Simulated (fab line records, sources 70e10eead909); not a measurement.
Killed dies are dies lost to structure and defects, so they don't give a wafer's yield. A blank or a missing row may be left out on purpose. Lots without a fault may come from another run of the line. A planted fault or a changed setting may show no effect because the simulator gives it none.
Chamber matching | flow nand_harc | NHARC_A_STAIRCASE_DESCUM_270 on rie_diel-04: 4 sister chambers
The step chemistry O2, time 3 s. 18 wafers are shown with their chamber, then 9 later ones without.

WAFERS WITH THEIR CHAMBER
wafer  | chamber | showerhead_plenum_p_Torr (Torr) | oes_product_au (a.u.) | rf_vpp_V (V)
L075.2 | 0       | 1.94                            | 0.985                 | 57.7
L075.3 | 3       | 1.80                            | 0.996                 | 57.6
L075.5 | 3       | 1.80                            | 0.991                 | 57.8
L078.2 | 3       | 1.80                            | 0.975                 | 57.8
L078.3 | 1       | 1.98                            | 0.992                 | 59.3
L078.6 | 3       | 1.80                            | 0.985                 | 55.9
L080.3 | 1       | 1.98                            | 1.025                 | 57.8
L080.4 | 2       | 1.77                            | 1.012                 | 57.8
L080.6 | 1       | 1.98                            | 1.021                 | 57.5
L083.1 | 0       | 1.93                            | 0.995                 | 57.5
L083.4 | 3       | 1.79                            | 0.992                 | 57.3
L083.6 | 0       | 1.93                            | 0.993                 | 57.6
L085.2 | 1       | 1.97                            | 1.019                 | 58.3
L085.3 | 2       | 1.77                            | 1.000                 | 56.4
L085.5 | 3       | 1.79                            | 0.998                 | 58.6
L091.2 | 0       | 1.92                            | 0.995                 | 58.0
L091.3 | 1       | 1.97                            | 1.005                 | 58.7
L091.6 | 0       | 1.92                            | 1.000                 | 57.7

SIGNATURES (means of the wafers above)
reading                  | chamber 0 | chamber 1 | chamber 2 | chamber 3 | scatter within a chamber
showerhead_plenum_p_Torr | 1.9280    | 1.9760    | 1.7700    | 1.7967    | 0.00617
oes_product_au           | 0.99360   | 1.01240   | 1.00600   | 0.98950   | 0.00961
rf_vpp_V                 | 57.700    | 58.320    | 57.100    | 57.500    | 0.716
Rule: a wafer's distance from a chamber is the root of the sum, over the readings, of the square of ((its reading less the chamber's mean) divided by the reading's scatter). The wafer belongs to the nearest chamber; if the next one is less than 2 further off, it can't be placed. The scatter: the root of (the sum of the squares of (reading less its chamber's mean) over the shown wafers, divided by (wafers less chambers)).

WAFERS WITHOUT THEIR CHAMBER
wafer  | showerhead_plenum_p_Torr (Torr) | oes_product_au (a.u.) | rf_vpp_V (V)
L096.1 | 2.07                            | 0.997                 | 59.1
L096.3 | 1.79                            | 0.982                 | 58.4
L096.4 | 1.92                            | 0.995                 | 57.5
L097.1 | 1.96                            | 0.998                 | 59.7
L097.3 | 1.78                            | 0.989                 | 58.5
L097.4 | 2.07                            | 1.000                 | 57.6
L097.2 | 1.92                            | 1.001                 | 58.0
L097.5 | 2.07                            | 1.001                 | 58.9
L097.6 | 1.78                            | 0.991                 | 56.7

WHICH CHAMBER EACH WENT THROUGH
wafer  | from the rows above     | in truth
L096.1 | 1                       | 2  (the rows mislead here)
L096.3 | 3                       | 3
L096.4 | 0                       | 0
L097.1 | 1                       | 1
L097.3 | can't be placed: 3 or 2 | 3
L097.4 | 1                       | 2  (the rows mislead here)
L097.2 | 0                       | 0
L097.5 | 1                       | 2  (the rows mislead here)
L097.6 | can't be placed: 2 or 3 | 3
Placed correctly: 4 of 9. Can't be placed from these rows: 2 (the true chamber is among the candidates in 2). Placed wrongly: 3.
